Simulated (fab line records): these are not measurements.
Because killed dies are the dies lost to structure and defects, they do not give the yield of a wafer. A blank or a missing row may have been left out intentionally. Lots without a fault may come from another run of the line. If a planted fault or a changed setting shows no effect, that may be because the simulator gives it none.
Matching of chambers	flow n5_finfet	N5_BEOL_M3_STRIP_36 on rie_diel-02 has 4 sister chambers
The step strips in N2/H2. 8 wafers are shown with their chamber, then 10 later ones without.

== EACH WAFER AND ITS CHAMBER ==
wafer	chamber	drypump_motor_current_A (A)	showerhead_plenum_p_Torr (Torr)
L082.2	0	5.1	2.61
L082.4	3	5.6	2.50
L082.5	0	5.1	2.61
L086.1	1	5.6	2.48
L086.2	2	6.1	2.53
L086.4	3	5.6	2.49
L087.1	2	6.1	2.53
L087.5	1	5.7	2.48

== WAFERS WITH NO CHAMBER GIVEN ==
wafer	drypump_motor_current_A (A)	showerhead_plenum_p_Torr (Torr)
L087.6	6.0	2.53
L091.1	5.6	2.48
L091.2	5.6	2.49
L091.4	6.0	2.53
L092.4	5.6	2.48
L092.5	5.6	2.49
L092.6	5.1	2.60
L094.1	5.1	2.60
L094.2	5.6	2.48
L094.3	5.6	2.49

== WHICH CHAMBER EACH ONE RAN IN ==
wafer	from the rows above	in truth
L087.6	2	2
L091.1	1	1
L091.2	can't be placed: 3 or 1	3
L091.4	2	2
L092.4	1	1
L092.5	can't be placed: 3 or 1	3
L092.6	0	0
L094.1	0	0
L094.2	1	1
L094.3	can't be placed: 3 or 1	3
Placed correctly: 7 of 10. Not placeable from these rows: 3 (in 3, the candidates include the true chamber). Placed wrongly: 0.
How it was worked out, from the rows above alone: a wafer's distance from a chamber is the root of the sum, over the readings, of the square of ((its reading less the chamber's mean) divided by the reading's scatter). The wafer belongs to the nearest chamber; if the next one is less than 2 further off, it can't be placed. The mean given for a chamber averages the wafers shown for that chamber. The scatter is the square root of a quotient: the sum, over the shown wafers, of each reading's squared deviation from its chamber's mean, divided by wafers minus chambers.
